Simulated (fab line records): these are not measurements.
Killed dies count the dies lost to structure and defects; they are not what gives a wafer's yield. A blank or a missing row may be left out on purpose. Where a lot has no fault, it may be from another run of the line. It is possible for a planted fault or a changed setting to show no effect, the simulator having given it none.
Chamber matching | flow nand harc | cmp-03 running NHARC_A_STAIRCASE_CMP_472: 4 sister chambers
The step polishes SiO2. 4 wafers are shown with their chamber, then 10 later ones without.

WAFERS PAIRED WITH THEIR CHAMBERS
wafer  | chamber | motor current A (A)
L092.3 | 2       | 12.4
L092.6 | 1       | 11.8
L092.1 | 0       | 11.2
L092.2 | 3       | 12.0

WAFERS WITH NO CHAMBER GIVEN
wafer  | motor current A (A)
L092.5 | 12.3
L093.2 | 11.3
L093.4 | 11.7
L093.5 | 10.7
L093.1 | 11.8
L093.3 | 11.7
L093.6 | 11.3
L097.3 | 11.8
L097.4 | 11.7
L097.5 | 11.7

WHICH CHAMBER EACH WENT THROUGH
wafer  | from the rows above     | in truth
L092.5 | can't be placed: 2 or 3 | 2
L093.2 | 0                       | 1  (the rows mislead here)
L093.4 | can't be placed: 1 or 3 | 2
L093.5 | 0                       | 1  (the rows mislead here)
L093.1 | can't be placed: 1 or 3 | 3
L093.3 | can't be placed: 1 or 3 | 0
L093.6 | 0                       | 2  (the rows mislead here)
L097.3 | can't be placed: 1 or 3 | 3
L097.4 | can't be placed: 1 or 3 | 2
L097.5 | can't be placed: 1 or 3 | 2
Placed correctly: 0 of 10. Unplaceable from these rows: 7, with the true chamber sitting among the candidates in 3. Wrongly placed: 3.
How it was worked out, from the rows above alone: a wafer's distance from a chamber is the root of the sum, over the readings, of the square of ((its reading less the chamber's mean) divided by the reading's scatter). If the next closest chamber is less than 2 further off than the closest, the wafer can't be placed; otherwise it belongs to the closest. Each chamber's mean is taken over the wafers shown for it. The scatter (one wafer shown for each chamber): square how far every hidden wafer sits from the nearest shown wafer, average those squares and take the square root.
